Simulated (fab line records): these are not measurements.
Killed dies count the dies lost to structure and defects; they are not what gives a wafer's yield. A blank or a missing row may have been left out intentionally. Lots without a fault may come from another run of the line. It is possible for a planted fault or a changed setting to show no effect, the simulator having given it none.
Matching of chambers || flow n5Finfet || 4 sister chambers for N5_BEOL_M0_SAQP_ETCH_106 on rieDiel-02
The step etches SOC in N2/H2, stops on SiNx, target depth 150 nm. 4 wafers are shown with their chamber, then 10 later ones without.

WAFERS WITH THEIR CHAMBER
{"wafer": "L088.1", "chamber": 1, "drypumpMotorCurrentA (A)": 5.6}
{"wafer": "L088.2", "chamber": 0, "drypumpMotorCurrentA (A)": 5.1}
{"wafer": "L089.1", "chamber": 3, "drypumpMotorCurrentA (A)": 5.8}
{"wafer": "L089.3", "chamber": 2, "drypumpMotorCurrentA (A)": 6.5}

WAFERS WHOSE CHAMBER IS MISSING
{"wafer": "L089.5", "drypumpMotorCurrentA (A)": 6.5}
{"wafer": "L091.1", "drypumpMotorCurrentA (A)": 5.9}
{"wafer": "L091.3", "drypumpMotorCurrentA (A)": 5.6}
{"wafer": "L091.5", "drypumpMotorCurrentA (A)": 6.5}
{"wafer": "L093.1", "drypumpMotorCurrentA (A)": 5.7}
{"wafer": "L093.3", "drypumpMotorCurrentA (A)": 5.1}
{"wafer": "L093.4", "drypumpMotorCurrentA (A)": 5.9}
{"wafer": "L097.2", "drypumpMotorCurrentA (A)": 5.6}
{"wafer": "L097.3", "drypumpMotorCurrentA (A)": 5.1}
{"wafer": "L097.6", "drypumpMotorCurrentA (A)": 5.1}

WHICH CHAMBER EACH WENT THROUGH
{"wafer": "L089.5", "from the rows above": 2, "in truth": 2}
{"wafer": "L091.1", "from the rows above": 3, "in truth": 3}
{"wafer": "L091.3", "from the rows above": 1, "in truth": 1}
{"wafer": "L091.5", "from the rows above": 2, "in truth": 2}
{"wafer": "L093.1", "from the rows above": "can't be placed: 3 or 1", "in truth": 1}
{"wafer": "L093.3", "from the rows above": 0, "in truth": 0}
{"wafer": "L093.4", "from the rows above": 3, "in truth": 3}
{"wafer": "L097.2", "from the rows above": 1, "in truth": 1}
{"wafer": "L097.3", "from the rows above": 0, "in truth": 0}
{"wafer": "L097.6", "from the rows above": 0, "in truth": 0}
Placed correctly: 9 of 10. Cannot be placed on the basis of these rows: 1; the candidates contain the true chamber in 1. Number placed wrongly: 0.
How it was worked out, from the rows above alone: a wafer's distance from a chamber is the root of the sum, over the readings, of the square of ((its reading less the chamber's mean) divided by the reading's scatter). If the next closest chamber is less than 2 further off than the closest, the wafer can't be placed; otherwise it belongs to the closest. Each chamber's mean is taken over the wafers shown for it. The scatter: with one shown wafer a chamber, the root of the mean of the squares of how far each hidden wafer lies from its nearest shown one.
